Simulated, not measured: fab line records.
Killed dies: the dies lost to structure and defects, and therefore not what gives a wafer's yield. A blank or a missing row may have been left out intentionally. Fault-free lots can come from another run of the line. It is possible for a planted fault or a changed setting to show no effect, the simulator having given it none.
Split-lot experiment    flow n5-finfet    on a route of 1938 steps: 7 lots, 21 wafers read

== SPLIT DETAILS ==
At N5_BEOL_M2_ETCH_69 (etches SiARC in CF4, target depth 15.6 nm, time 26 s), the setting bias-w was moved away from the recipe's 36 W on 8 of the 21 wafers read, by -17.9% to -4.9%. For the rest of the wafers, this setting stayed at what the recipe calls for.

The reading is taken at the split's own step.

== THE READING ==
rf-vpp-V, in V, at N5_BEOL_M2_ETCH_69 (etches SiARC in CF4, target depth 15.6 nm, time 26 s). A value of 183.7 V with a standard deviation of 1.1 V is what fault-free wafers of this fab line usually give.

wafer   tool, chamber at the split  bias-w as run, W  against the recipe  rf-vpp-V, V  against lot-mates on the recipe
L074.1  rie-diel-03, 3              36                recipe              185.1        -
L074.2  rie-diel-03, 2              36                recipe              182.8        -
L074.5  rie-diel-03, 1              36                recipe              182.2        -
L082.2  rie-diel-04, 0              33.35             -7.4%               174.6        -9.7
L082.5  rie-diel-04, 3              36                recipe              184.3        -
L082.6  rie-diel-04, 0              33.35             -7.4%               173.5        -10.8
L084.4  rie-diel-04, 1              32.11             -10.8%              171.2        no lot-mate on the recipe
L084.5  rie-diel-04, 3              32.11             -10.8%              170.5        no lot-mate on the recipe
L084.6  rie-diel-04, 2              32.11             -10.8%              168.4        no lot-mate on the recipe
L086.1  rie-diel-04, 0              36                recipe              183.2        -
L086.4  rie-diel-04, 3              36                recipe              183.3        -
L086.5  rie-diel-04, 1              34.23             -4.9%               178.0        -5.2
L091.1  rie-diel-06, 2              36                recipe              184.0        -
L091.4  rie-diel-06, 1              33.26             -7.6%               173.8        -9.6
L091.5  rie-diel-06, 3              36                recipe              182.8        -
L092.3  rie-diel-04, 3              36                recipe              183.2        -
L092.5  rie-diel-04, 1              29.57             -17.9%              161.7        -21.9
L092.6  rie-diel-04, 0              36                recipe              183.9        -
L093.3  rie-diel-03, 0              36                recipe              185.3        -
L093.4  rie-diel-03, 2              36                recipe              184.6        -
L093.6  rie-diel-03, 3              36                recipe              183.4        -

THE FIT
A straight line over all 21 wafers: rf-vpp-V changes by +1.26 V for each +1% of bias-w; r = +0.99; the points scatter about the line by 0.92 V.
The same after taking each lot's own level away (the mean of its wafers on the recipe; 18 wafers): +1.25 V for each +1%; r = +0.99; scatter 0.84 V.
On that fit, the largest move of bias-w shifts the reading by 22 V.
Across the lots, their own levels run from 183.25 to 184.43 V, a range of 1.1 times the standard deviation given above.
The two slopes agree, so the slope changes little with the lot-to-lot level.
Check: with one of the wafers moved furthest among these (-17.9%) left out of the fit, the line predicts -23.5 V for it against its lot-mates. Against them it came out at -21.9 V.
Tool readings at the split's step, against how far the setting was moved: rf-vpp-V r = +0.99.

== FURTHER SPLITS ON THESE WAFERS ==
Other splits were also applied to these wafers ahead of the reading. Each is held against what the fit with the lots' levels taken away leaves over:
other split on the same wafers             wafers away from the commonest value  r with rf-vpp-V (lot level and that fit taken away)
N5_MOL_CONTACT_COAG_EXPOSE_81 dose-mj      6                                     -0.17
N5_MOL_CONTACT_COAG_EXPOSE_37 dose-mj      10                                    +0.02
N5_MOL_CONTACT_COAG_ETCH_67 source-w       5                                     -0.08
N5_BEOL_M0_SAQP_SPACER1_ALD_98 ald-cycles  6                                     +0.02
N5_BEOL_M1_ILD_DEP_00 time-s               7                                     -0.13
N5_BEOL_M1_EXPOSE_25 dose-mj               4                                     +0.14

== THE FILE'S OWN FIT ==
rf-vpp-V changes by +1.24 V for each +1% of bias-w, r = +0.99.
